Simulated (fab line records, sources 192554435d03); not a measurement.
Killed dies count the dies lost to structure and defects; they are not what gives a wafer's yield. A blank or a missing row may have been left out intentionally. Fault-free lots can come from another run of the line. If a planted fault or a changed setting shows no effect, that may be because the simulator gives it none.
fab line records	flow n5-finfet
[record] lots = 5	wafers = 15	last-day = 18
route steps=1938 shown HKMG_FIN@423 PASSIVATION@1936
lots with no fault: from the same line, run without faults
start-h: hours from the record's opening day to when the first of the lot's shown wafers began	wait-h: how many hours have passed since the lot's step before this one	" the same as in the row above	L1.1+2: a single row standing in for several wafers	- value missing, or start not given	* or withheld: withheld	< > ~ a bound
route shown NAME@n: a module of which the file shows steps, and the number in the route of the first	usual: mean/standard deviation of fault-free wafers	same: alike in all rows	chamber/n: place in a boat	sites: each site's reading	_std_site: the values' standard deviation	_edge_site: inner sites' mean taken away from outer sites' mean	radius-mm: how far each site lies from the wafer's centre	mask NAME#n: copy n	behind: the tool/chamber that last shaped the wafer	hold: the reason the lot was held/the length of the hold in hours/how it ended	device: transistor that didn't switch, given as n, p or np	end of line: at the end of the route, the tests of the same wafers	a step given without rows: its recipe and nothing more	killed: dies that structure and defects cost at the first sort, which is not the same as the wafer's yield	map: shows each die of a wafer: x if killed, . if not, _ if none is there
set.NAME: the run value of the setting; set.NAME@STEP: its run value at that earlier step	model.NAME: the simulator's own value behind a step, which no gauge read
lots seen at some steps along the route; tables by step, rows by wafer
services: from which hour (start-h, from the record's first day; less than 0 if before it) a tool's chamber was out of use, for how many hours, and why
[[steps]]
[step N5_HKMG_FIN_COAT_30]
[recipe] resist = SiARC	temp-c = 220	time-s = 60	spin-rpm = 1500	resist-thk-nm = 35
[step N5_HKMG_FIN_COAT_06]
[recipe] resist = CAR-ArF	spin-rpm = 1500	resist-thk-nm = 90
[step N5_HKMG_FIN_EBR_08]
[recipe] solvent = PGMEA	ebr-width-mm = 1.5
[step N5_HKMG_FIN_SOFTBAKE_07]
[recipe] temp-c = 110	time-s = 60	resist = CAR-ArF
[step N5_HKMG_FIN_EXPOSE_09]
[recipe] mask-id = NWFM	na = 1.35	source-shape = conventional	sigma-outer = 0.8	polarization = unpolarized	dose-mj = 39.25
[step N5_HKMG_FIN_PEB_10]
[recipe] peb-temp-c = withheld	peb-time-s = 60	resist = CAR-ArF
[step N5_HKMG_FIN_DEVELOP_11]
[recipe] develop-time-s = 30	developer = TMAH	resist = CAR-ArF	dev-temp-c = 23	rinse-liquid = diw	dry = air-spin
[step N5_HKMG_FIN_CD_MEAS_12]
[recipe] target-cd-nm = 92.8	landing-energy-ev = 500	detector = se-inlens
[usual] cd-nm = 93.0/0.51
lot.wafer	tool	chamber	start-h	wait-h	cd-nm
L454.1	cd-sem-01	0	84.23	-	92.8
L454.3	"	0	"	"	93.0
L454.4	"	0	"	"	93.3
L458.1	cd-sem-03	0	108.93	-	92.8
L458.2	"	0	"	"	92.7
L458.5	"	0	"	"	92.4
L460.2	cd-sem-03	0	120.32	-	92.1
L460.3	"	0	"	"	92.2
L460.4	"	0	"	"	92.8
L469.3	cd-sem-03	0	176.14	-	93.3
L469.4	"	0	"	"	94.1
L469.6	"	0	"	"	93.7
L476.2	cd-sem-01	0	211.44	-	93.3
L476.4	"	0	"	"	92.1
L476.6	"	0	"	"	92.6
[step N5_HKMG_FIN_OVL_MEAS_13]
[recipe] points-per-wafer = 44
[usual] NWFM_OVL = 0.1/0.61
lot.wafer	tool	chamber	start-h	wait-h	NWFM_OVL[nm]
L454.1	overlay-02	0	84.26	0.0	0.8
L454.3	"	0	"	"	-0.1
L454.4	"	0	"	"	0.9
L458.1	overlay-01	0	108.97	0.0	-0.5
L458.2	"	0	"	"	-1.3
L458.5	"	0	"	"	0.0
L460.2	overlay-02	0	120.35	0.0	-0.5
L460.3	"	0	"	"	0.1
L460.4	"	0	"	"	1.1
L469.3	overlay-02	0	176.17	0.0	0.4
L469.4	"	0	"	"	0.0
L469.6	"	0	"	"	0.5
L476.2	overlay-02	0	211.47	0.0	0.3
L476.4	"	0	"	"	-0.6
L476.6	"	0	"	"	-0.3
[step N5_HKMG_FIN_INSPECT_14]
[recipe] mode = adi	inspect-instrument = macro
[usual] raw-defect-count = 2.0/1.5
lot.wafer	tool	chamber	start-h	wait-h	raw-defect-count
L454.1	defect-inspect-02	-	84.28	0.0	2
L454.3	"	-	"	"	1
L454.4	"	-	"	"	3
L458.1	defect-inspect-02	-	108.99	0.0	3
L458.2	"	-	"	"	1
L458.5	"	-	"	"	3
L460.2	defect-inspect-01	-	120.38	0.0	6
L460.3	"	-	"	"	0
L460.4	"	-	"	"	1
L469.3	defect-inspect-01	-	176.20	0.0	2
L469.4	"	-	"	"	2
L469.6	"	-	"	"	2
L476.2	defect-inspect-02	-	211.49	0.0	3
L476.4	"	-	"	"	1
L476.6	"	-	"	"	1
[step N5_HKMG_FIN_DESCUM_17]
[recipe] chemistry = O2	time-s = 7.9	source-power-w = 50	bias-power-w = 20	pressure-mtorr = 20	rf-frequency-hz = 2.712e+07	temp-c = 40	resist = CAR-ArF	o2-flow-sccm = 225
[step N5_HKMG_FIN_ETCH_31]
[recipe] chemistry = CF4	target = SiARC	target-depth-a = 455	mask-material = CAR-ArF	time-s = 75.8	ion-energy-ev = 80	pressure-mtorr = 40	source-w = 545	bias-w = 36	Ar_flow_sccm = 100	cf4-flow-sccm = 100	ends = cleared
[usual] bias-w = 35.99/0.096	drypump-motor-current-A = 5.6/0.41	etch-rf-on-time-s = 75.6/1.7	oes-product-au = 0.66/0.063	rf-vpp-V = 184.1/1.2	showerhead-plenum-p-Torr = 2.14/0.062	throttle-valve-pct = 15.56/0.2
lot.wafer	tool	chamber	start-h	wait-h	bias-w	drypump-motor-current-A	etch-rf-on-time-s	oes-product-au	rf-hours-counter-h	rf-vpp-V	showerhead-plenum-p-Torr	throttle-valve-pct
L454.1	rie-diel-02	3	84.35	0.0	35.98	5.6	72.4	0.67	140	184.8	2.14	15.52
L454.3	"	2	"	"	36.08	5.2	76.5	0.62	196	184.5	2.21	15.88
L454.4	"	1	"	"	35.91	6.2	77.7	0.62	-	184.2	2.22	15.54
L458.1	rie-diel-03	0	109.11	0.0	36.02	5.6	72.7	0.65	165	185.3	2.13	15.44
L458.2	"	3	"	"	35.84	5.7	76.7	0.61	232	182.8	2.03	15.86
L458.5	"	2	"	"	36.08	5.5	73.9	0.72	-	184.7	2.16	15.31
L460.2	rie-diel-03	1	120.47	0.0	35.94	5.3	76.9	0.73	47	183.3	2.18	15.32
L460.3	"	2	"	"	35.99	5.4	75.3	0.70	75	185.1	2.16	15.33
L460.4	"	3	"	"	36.08	5.7	77.2	0.60	237	182.3	2.03	15.86
L469.3	rie-diel-02	3	176.26	0.0	36.05	5.6	72.4	0.65	171	183.1	2.13	15.57
L469.4	"	0	"	"	36.06	5.3	76.4	0.60	200	181.6	2.04	15.53
L469.6	"	1	"	"	36.07	6.2	77.2	0.60	-	184.2	2.21	15.60
L476.2	rie-diel-03	3	211.56	0.0	36.02	5.7	74.9	0.81	8	185.5	2.27	15.41
L476.4	"	1	"	"	36.01	5.3	77.3	0.69	85	184.0	2.16	15.39
L476.6	"	0	"	"	35.99	5.6	74.2	0.62	-	183.0	2.12	15.52
[step N5_HKMG_FIN_ETCH_32]
[recipe] chemistry = N2/H2	target = SOC	target-depth-a = 2400	temp-c = 40	time-s = 300	ion-energy-ev = 200	mask-material = SiARC	pressure-mtorr = 30	source-w = 840	bias-w = 150	n2-flow-sccm = 200	h2-flow-sccm = 200
[usual] bias-w = 150.0/0.47	drypump-motor-current-A = 5.6/0.41	oes-product-au = 0.77/0.075	rf-vpp-V = 524.0/2.3	showerhead-plenum-p-Torr = 2.55/0.083	throttle-valve-pct = 17.82/0.26
[same] time-s = 300
lot.wafer	tool	chamber	start-h	wait-h	bias-w	drypump-motor-current-A	oes-product-au	rf-hours-counter-h	rf-vpp-V	showerhead-plenum-p-Torr	throttle-valve-pct
L454.1	rie-diel-02	3	84.41	0.0	150.4	5.6	0.79	140	523.9	2.54	17.78
L454.3	"	2	"	"	150.2	5.2	0.72	196	525.6	2.65	18.33
L454.4	"	1	"	"	150.1	6.2	0.72	-	526.0	2.64	17.86
L458.1	rie-diel-03	0	109.17	0.0	150.1	5.6	0.77	165	524.0	2.55	17.91
L458.2	"	3	"	"	150.1	5.7	0.71	232	520.3	2.39	17.99
L458.5	"	2	"	"	150.9	5.5	0.84	-	524.6	2.56	17.50
L460.2	rie-diel-03	1	120.52	0.0	150.8	5.3	0.87	47	523.8	2.59	17.52
L460.3	"	2	"	"	150.3	5.5	0.84	76	525.4	2.56	17.51
L460.4	"	3	"	"	150.4	5.7	0.71	237	519.9	2.39	18.01
L469.3	rie-diel-02	3	176.32	0.0	151.2	5.6	0.76	171	524.2	2.53	17.83
L469.4	"	0	"	"	150.4	5.3	0.72	200	520.0	2.40	17.57
L469.6	"	1	"	"	149.6	6.2	0.71	-	526.1	2.63	17.90
L476.2	rie-diel-03	3	211.61	0.0	149.9	5.7	0.95	8	528.8	2.70	17.59
L476.4	"	1	"	"	149.1	5.3	0.82	85	524.0	2.58	17.57
L476.6	"	0	"	"	149.3	5.6	0.72	-	523.0	2.53	17.98
[step N5_HKMG_FIN_STRIP_33]
[recipe] chemistry = N2/H2	temp-c = 40	n2-flow-sccm = 200	h2-flow-sccm = 200	rf-frequency-hz = 6e+07
[step N5_HKMG_FIN_STRIP_34]
[recipe] chemistry = CF4	resist = SiARC	power-w = 300	bias-power-w = 75	pressure-mtorr = 50	cf4-flow-sccm = 150	rf-frequency-hz = 6e+07
[step N5_HKMG_FIN_ETCH_35]
[recipe] chemistry = N2/H2	target = SOC	target-depth-a = 2158	ion-energy-ev = 65	bias-w = 5	source-w = 3000	time-s = 243.4	pressure-mtorr = 30	n2-flow-sccm = 200	h2-flow-sccm = 200
[step N5_HKMG_FIN_STRIP_92]
[recipe] chemistry = N2/H2	material = SOC	time-s = 20	power-w = 500	temp-c = 40	pressure-mtorr = 50	rf-frequency-hz = 6e+07	bias-power-w = 8	h2-frac = 0.5	n2-flow-sccm = 300	h2-flow-sccm = 300
[usual] drypump-motor-current-A = 5.7/0.41	oes-product-au = 0.77/0.074	rf-vpp-V = 54.3/0.84	showerhead-plenum-p-Torr = 3.37/0.11	throttle-valve-pct = 19.0/0.44
[same] time-s = 20
lot.wafer	tool	chamber	start-h	wait-h	drypump-motor-current-A	oes-product-au	rf-hours-counter-h	rf-vpp-V	showerhead-plenum-p-Torr	throttle-valve-pct
L454.1	rie-diel-02	3	84.77	0.1	5.6	0.77	140	55.3	3.36	19.1
L454.3	"	2	"	"	5.3	0.73	196	54.7	3.50	19.8
L454.4	"	1	"	"	6.3	0.72	-	55.4	3.49	19.1
L458.1	rie-diel-03	0	109.53	0.1	5.6	0.77	165	54.5	3.37	19.6
L458.2	"	3	"	"	5.7	0.72	232	54.0	3.17	19.2
L458.5	"	2	"	"	5.5	0.83	-	54.2	3.38	18.6
L460.2	rie-diel-03	1	120.88	0.1	5.3	0.86	47	53.7	3.42	18.5
L460.3	"	2	"	"	5.5	0.83	76	55.9	3.38	18.6
L460.4	"	3	"	"	5.7	0.72	237	54.9	3.16	19.2
L469.3	rie-diel-02	3	176.68	0.1	5.6	0.75	171	53.1	3.34	19.2
L469.4	"	0	"	"	5.3	0.70	201	53.7	3.18	18.6
L469.6	"	1	"	"	6.2	0.71	-	54.8	3.47	19.2
L476.2	rie-diel-03	3	211.97	0.1	5.7	0.97	8	54.8	3.56	18.8
L476.4	"	1	"	"	5.3	0.82	86	53.2	3.40	18.6
L476.6	"	0	"	"	5.6	0.74	-	55.2	3.35	19.7
[step N5_HKMG_FIN_WET_ETCH_18]
[recipe] chemistry = SC1	target = TiN	mix = 1:1:5	temp-c = *	time-s = 55	target-depth-nm = 5.2	dry = ipa-marangoni	rinse-time-s = 30	rinse-temp-c = 23
[step N5_HKMG_FIN_STRIP_19]
[recipe] chemistry = N2/H2	power-w = 2500	temp-c = 300	h2-frac = 0.65	time-s = 360	pressure-mtorr = withheld	n2-flow-sccm = 1750	h2-flow-sccm = 3250
[step N5_HKMG_FIN_ALD_91]
[recipe] material = TiN	target-thk-a = 10	temp-c = 400	ald-precursor-family = TiCl4	ald-co-reactant = NH3	pulse-time-s = 1	purge-time-s = 3	co-reactant-purge-time-s = 2	co-reactant-pulse-time-s = 2	ald-cycles = 47	pressure-torr = 3
[step N5_HKMG_FIN_COAT_85]
[recipe] resist = SOC	temp-c = 250	time-s = 60	spin-rpm = 1500	resist-thk-nm = 300
[step N5_HKMG_FIN_ETCH_86]
[recipe] chemistry = N2/H2	target = SOC	target-depth-a = 3932	stop-on = TiN	ion-energy-ev = 100	bias-w = 61	pressure-mtorr = 30	source-w = 850	n2-flow-sccm = 200	h2-flow-sccm = 200
[step N5_HKMG_FIN_STRIP_89]
[recipe] chemistry = N2/H2	material = SOC	time-s = 20	power-w = 500	temp-c = 40	pressure-mtorr = 50	rf-frequency-hz = 6e+07	bias-power-w = 8	h2-frac = 0.5	n2-flow-sccm = 300	h2-flow-sccm = 300
[step N5_HKMG_FIN_WET_ETCH_87]
[recipe] chemistry = SC1	target = TiN	mix = 1:2:40	temp-c = 50	time-s = 154.2	target-depth-nm = 4.7	dry = ipa-marangoni	rinse-time-s = 30	rinse-temp-c = 23
[step N5_HKMG_FIN_STRIP_88]
[recipe] chemistry = N2/H2	power-w = 2500	temp-c = 300	h2-frac = 0.65	time-s = 360	pressure-mtorr = withheld	n2-flow-sccm = 1750	h2-flow-sccm = 3250
[step N5_HKMG_FIN_NWFM_ALD_20]
[recipe] material = TiAlC	target-thk-a = 20	temp-c = 300	ald-precursor-family = TiCl4	ald-co-reactant = TEA	pulse-time-s = 3	purge-time-s = 2	co-reactant-purge-time-s = 2	co-reactant-pulse-time-s = 10	ald-cycles = 7	pressure-torr = 3
[step N5_HKMG_FIN_ALD_71]
[recipe] material = TiN	target-thk-a = 10	temp-c = 400	ald-precursor-family = TiCl4	ald-co-reactant = NH3	pulse-time-s = 1	purge-time-s = 3	co-reactant-purge-time-s = 2	co-reactant-pulse-time-s = 2	ald-cycles = 47	pressure-torr = 3
[step N5_HKMG_FIN_COAT_66]
[recipe] resist = SOC	temp-c = 250	time-s = 60	spin-rpm = 1500	resist-thk-nm = 300
[step N5_HKMG_FIN_ETCH_67]
[recipe] chemistry = N2/H2	target = SOC	target-depth-a = 3889	stop-on = TiN	ion-energy-ev = 100	bias-w = 61	pressure-mtorr = 30	source-w = 850	n2-flow-sccm = 200	h2-flow-sccm = 200
[step N5_HKMG_FIN_STRIP_90]
[recipe] chemistry = N2/H2	material = SOC	time-s = 20	power-w = 500	temp-c = 40	pressure-mtorr = 50	rf-frequency-hz = 6e+07	bias-power-w = 8	h2-frac = 0.5	n2-flow-sccm = 300	h2-flow-sccm = 300
[step N5_HKMG_FIN_WET_ETCH_73]
[recipe] chemistry = SC1	mix = 1:2:40	temp-c = 50	time-s = 42.3	target-depth-nm = 1.3	dry = ipa-marangoni	rinse-time-s = 30	rinse-temp-c = 23
[step N5_HKMG_FIN_ETCHBACK_68]
[recipe] chemistry = Cl2/Ar	stop-on = HfO2	target-depth-a = 5	pressure-mtorr = 10	icp-w = 600	bias-w = 60	Cl2_flow_sccm = 40	Ar_flow_sccm = 60
[usual] bias-w = 60.00/0.18	drypump-motor-current-A = 5.8/0.4	he-backside-leak-sccm = 3.48/0.23	oes-product-au = 0.70/0.095	throttle-valve-pct = 20.93/0.19
lot.wafer	tool	chamber	start-h	wait-h	bias-w	drypump-motor-current-A	he-backside-leak-sccm	oes-product-au	rf-hours-counter-h	throttle-valve-pct
L454.1	rie-metal-01	0	86.94	0.0	59.50	5.6	3.38	0.62	115	20.99
L454.3	"	1	"	"	59.91	5.4	3.60	0.71	-	20.72
L454.4	"	0	"	"	59.72	5.5	3.39	0.61	-	20.98
L458.1	rie-metal-03	0	111.83	0.0	59.78	5.6	3.25	0.66	98	20.96
L458.2	"	1	"	"	59.87	5.5	3.41	0.78	46	21.22
L458.5	"	1	"	"	59.87	5.5	3.48	0.78	-	21.23
L460.2	rie-metal-01	0	123.37	0.0	59.87	5.5	3.47	0.61	118	21.01
L460.3	"	1	"	"	60.28	5.4	3.50	0.70	-	20.72
L460.4	"	0	"	"	59.65	5.5	3.57	0.61	-	21.00
L469.3	rie-metal-02	0	178.97	0.1	60.04	6.3	3.53	0.89	-	20.87
L469.4	"	1	"	"	59.79	6.4	3.36	0.63	-	20.71
L469.6	"	0	"	"	60.16	6.3	3.61	0.90	-	20.88
L476.2	rie-metal-03	1	214.15	0.0	60.03	5.5	3.54	0.75	56	21.26
L476.4	"	0	"	"	59.98	5.6	3.71	0.64	-	20.99
L476.6	"	1	"	"	60.22	5.5	3.46	0.74	-	21.25
[step N5_HKMG_FIN_STRIP_69]
[recipe] chemistry = N2/H2	power-w = 2500	temp-c = 300	h2-frac = 0.65	time-s = 360	pressure-mtorr = withheld	n2-flow-sccm = 1750	h2-flow-sccm = 3250
[step N5_HKMG_FIN_ALD_21]
[recipe] material = TiN	target-thk-a = 15	temp-c = 400	ald-precursor-family = TiCl4	ald-co-reactant = NH3	pulse-time-s = 1	purge-time-s = 3	co-reactant-purge-time-s = 2	co-reactant-pulse-time-s = 2	ald-cycles = 68	pressure-torr = 3
[usual] heater-power-w = 849/73	precursor-pulse-height-rel = 0.997/0.021
[same] co-reactant-pulse-time-s = 2
lot.wafer	tool	chamber	start-h	wait-h	heater-power-w	precursor-pulse-height-rel
L454.1	ald-metal-04	1	87.47	0.3	966	0.970
L454.3	"	0	"	"	942	0.992
L454.4	"	3	"	"	735	1.004
L458.1	ald-metal-01	2	112.36	0.3	906	1.051
L458.2	"	1	"	"	943	0.985
L458.5	"	1	"	"	929	0.978
L460.2	ald-metal-02	3	123.90	0.3	845	0.990
L460.3	"	0	"	"	813	1.017
L460.4	"	1	"	"	890	0.981
L469.3	ald-metal-02	2	179.46	0.1	857	1.037
L469.4	"	0	"	"	832	0.952
L469.6	"	2	"	"	889	0.997
L476.2	ald-metal-02	1	214.67	0.3	866	0.982
L476.4	"	2	"	"	869	0.970
L476.6	"	0	"	"	834	0.992
[step N5_HKMG_FIN_ALD_72]
[recipe] material = W	target-thk-a = 20	temp-c = 300	pressure-torr = 7.5	ald-precursor-family = WF6	ald-co-reactant = B2H6	pulse-time-s = 1	purge-time-s = 2	co-reactant-purge-time-s = 2	co-reactant-pulse-time-s = 3	ald-cycles = 7
[usual] heater-power-w = 454/39	precursor-pulse-height-rel = 1.000/0.021
[same] co-reactant-pulse-time-s = 3
lot.wafer	tool	chamber	start-h	wait-h	heater-power-w	precursor-pulse-height-rel
L454.1	cvd-w-02	1	87.83	0.2	494	0.960
L454.3	"	1	"	"	492	1.001
L454.4	"	0	"	"	491	0.978
L458.1	cvd-w-01	0	112.72	0.2	422	1.043
L458.2	"	1	"	"	426	0.999
L458.5	"	0	"	"	421	1.012
L460.2	cvd-w-01	0	124.26	0.2	410	0.986
L460.3	"	0	"	"	437	1.021
L460.4	"	1	"	"	431	1.002
L469.3	cvd-w-02	0	179.86	0.2	487	1.018
L469.4	"	0	"	"	496	1.017
L469.6	"	0	"	"	504	1.018
L476.2	cvd-w-02	1	215.03	0.2	492	1.005
L476.4	"	1	"	"	488	1.017
L476.6	"	1	"	"	511	1.000
[step N5_HKMG_FIN_W_FILL_22]
[recipe] material = W	target-thk-a = 600	temp-c = 400	pressure-torr = 39.4	time-s = 18.2
[step N5_HKMG_FIN_PRECLEAN_83]
[recipe] chemistry = DIW	time-s = 57.5	temp-c = 23
[step N5_HKMG_FIN_SRD_84]
[recipe] dry-time-s = 32	dry = n2-spin	spin-rpm = 1500
[step N5_HKMG_FIN_CMP_23]
[recipe] stop-on = SiNx	t-overpolish-s = 10	post-cmp-clean = rinse-only	down-force-psi = 4	platen-rpm = 50.289	pad-velocity-m-s = 1.0006	target-thk-nm = 46.326
[step N5_HKMG_FIN_CMP_94]
[recipe] stop-on = SiNx	post-cmp-clean = w-dilute-nh4oh	t-overpolish-s = 4.7	down-force-psi = 4	platen-rpm = 50.289	pad-velocity-m-s = 1.0006	target-thk-nm = 43.299
[step N5_PASSIVATION_PROBE_49]
[usual] killed_at_M0_to_M3 = 37/12	killed_at_M4_up = 14/5.3	killed-at-contacts = 12/6.2	killed-at-front-end = 41/11	killed-at-other = 3.7/2.9	killed-dies = 107/17	killed-open = 71/12	killed-short = 34/7.9
[same] gross-dies = 1180	killed-at-back-side = 0
lot.wafer	tool	chamber	start-h	wait-h	killed_at_M0_to_M3	killed_at_M4_up	killed-at-contacts	killed-at-front-end	killed-at-other	killed-dies	killed-open	killed-short
L460.2	prober-01	-	325.89	0.1	76	9	13	50	4	152	99	47
L460.3	prober-01	-	325.94	0.1	74	7	6	32	3	122	76	41
L460.4	prober-01	-	325.99	0.2	67	15	14	40	9	145	101	42
L469.4	prober-02	-	389.15	0.2	29	17	9	189	2	246	70	27
L469.6	prober-02	-	389.25	0.3	52	19	18	32	5	126	80	40
// killed by level:class
L460.2 BEOL_M2:geometric-particle:open=16 BEOL_M0_SAQP:geometric-particle:open=15 MOL_CONTACT_COAG:geometric-particle:open=13 BEOL_M0_SAQP:geometric-particle:short=13 FIN_SAQP:geometric-particle:open=11 BEOL_M1:geometric-particle:open=10 BEOL_M3:geometric-particle:open=7 BEOL_M2:geometric-particle:short=6
L460.3 BEOL_M0_SAQP:geometric-particle:short=20 BEOL_M0_SAQP:geometric-particle:open=19 BEOL_M2:geometric-particle:open=8 FIN_SAQP:geometric-particle:open=7 STI_FIN_REVEAL:geometric-particle:open=6 MOL_CONTACT_COAG:geometric-particle:open=6 BEOL_M1:geometric-particle:open=6 BEOL_M2:geometric-particle:short=6
L460.4 BEOL_M0_SAQP:geometric-particle:open=25 BEOL_M0_SAQP:geometric-particle:short=14 MOL_CONTACT_COAG:geometric-particle:open=13 FIN_SAQP:geometric-particle:open=10 BEOL_M1:geometric-particle:open=9 BEOL_M2:geometric-particle:open=7 STI_FIN_REVEAL:geometric-particle:open=6 DUMMY_GATE:geometric-particle:open=5
L469.4 HKMG_FIN:unspecified=142 STI_FIN_REVEAL:geometric-particle:open=21 BEOL_M4:geometric-particle:open=9 BEOL_M0_SAQP:geometric-particle:open=8 MOL_CONTACT_COAG:geometric-particle:open=7 GATE_CUT:geometric-particle:short=6 BEOL_M0_SAQP:geometric-particle:short=5 BEOL_M2:geometric-particle:open=5
L469.6 MOL_CONTACT_COAG:geometric-particle:open=11 BEOL_M0_SAQP:geometric-particle:open=11 BEOL_M3:geometric-particle:open=9 BEOL_M0_SAQP:geometric-particle:short=8 BEOL_M2:geometric-particle:open=8 BEOL_M4:geometric-particle:open=8 MOL_CONTACT_COAG:geometric-particle:short=6 GATE_CUT:geometric-particle:short=5
// map L469.4 (x killed, . not)
_________________.....x......________________
______________................x._____________
___________........................__________
__________x.x.....x................._________
________xx.xxxxxx....xx..............._______
_______xxxxxxxxx.x.x..........x........______
______xxxxxxxxxxx...........x..........._____
_____xxxxxxxxxxxxx.................x.....____
____xxxxxxxxxxxxx.x.....xx................___
___xxxxxxxxxxxxxxxx.x........x.............__
___xxxxxxxxxxxxxxxx.x....x.x.xx.x..........__
__..xxxxxxxxxxxxxx.x...x.........x.........._
__xx..xxxxxxxxxxxxx...xx..........x........._
_..xxxxxxxxxxxxxxx.......x...................
_x...xx.xx.xxxxx.x.x..............x..........
_......x...x.x.........x..................xx.
_x..........x....x......x.......x.x..........
_......x....x..x.......x.............x.......
_........................xx......x...........
_................x..........x......x.x.......
_.............x..x...........................
__....x.xx...............x...............x.._
__........................xxx....x.........._
___.....x..x..........x....x.........x.....__
___......x...xx....x.....x..x...x......x...__
____......x.........xx............x...x...___
_____.x.........x..........x........x....____
______.x................x.....x..x...x.._____
_______..................x...x.........______
________......x.......x..............._______
__________...x......................_________
___________.x...x...x..............__________
______________............x....x_____________
_________________......x.....________________
// map L454.1 (x killed, . not)
_________________x..........x________________
______________....x............._____________
___________.............x..........__________
__________.x........x.........x....._________
________.......x....x..xx......x..xx.._______
_______................................______
______...........x.....x.........x......_____
_____.........x....................x.....____
____........x........x..x..............x..___
___.....x....xx..............x..x...x.x....__
___..............................x......x..__
__.......x............x..x................x._
__.....................x...................._
_.....................................x......
_....x.......x....x..............x...........
_..................x...x.....................
_.................x.x......x...x.....x.......
_.........................x..................
_............x.......x...............x.......
_x..............................x......x..x..
_...........x......................x.........
__........x..............x.................._
__..................................xxx..x.._
___........x..x.....x...................x..__
___.........x..x..xx..................x....__
____...................x..x............x..___
_____.........x........x.........xx......____
______.........x.......x..x...........x._____
_______.........x.....x................______
________.x...x..x.......x.....x.x....._______
__________..................x......._________
___________...........x.......x....__________
______________.....x.......x...._____________
_________________...x.....x..________________
[[services]]
tool	chamber	start-h	hours	kind
rie-diel-03	0	64.56	13.4	repair
rie-diel-02	0	79.64	8.6	repair
rie-diel-02	1	79.64	3.7	repair
cvd-w-01	-	82.98	1.6	repair
rie-metal-02	0	83.84	-	clean
rie-metal-02	0	83.84	23.6	scheduled-down
rie-metal-02	0	83.84	23.6	vent-cycle
cvd-w-02	-	91.45	0.8	repair
ald-metal-04	-	118.44	2.8	pm
ald-metal-01	3	119.98	5.4	repair
ald-metal-02	3	130.22	107.3	repair
rie-diel-02	-	145.40	4.3	pm
rie-diel-03	3	158.12	-	clean
rie-diel-03	3	158.12	-	consumable-replace:focus-ring
rie-diel-03	3	158.12	-	consumable-replace:showerhead
rie-diel-03	3	158.12	16.4	scheduled-down
rie-diel-03	3	158.12	16.4	vent-cycle
rie-diel-02	-	163.03	3.2	repair
cvd-w-02	1	169.78	24.1	repair
rie-metal-01	-	171.73	28.1	pm
rie-diel-03	3	189.80	9.6	repair
cvd-w-02	-	192.89	0.5	repair
[[key]]
[first-sign] step = N5_PASSIVATION_PROBE_49	reading = killed-at-front-end	direction = up	sigmas = 14	usual = 41	struck = 189
[effect] step = N5_PASSIVATION_PROBE_49	reading = killed-dies	direction = up	sigmas = 8.1	usual = 107	struck = 246
[more-kills-born-at] N5_HKMG_FIN_ETCH_32@rie-diel-02 = 142
met-at N5_HKMG_FIN_ETCH_32
struck-wafers L469.4
tester-left-out L469
[fault] kind = chamber-particle-source	tool = rie-diel-02	chamber = 0	onset-h = 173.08	steps = N5_HKMG_FIN_ETCH_32	rate-per-visit-cm2 = 2.1548	end-h = 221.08
// tester-left-out: of these lots the tester's yield and bins aren't shown, on N5 and GAA mostly nor the transistor test; their killed dies are dies lost to structure and defects alone, not to doping, threshold or leakage, so they don't give the yield
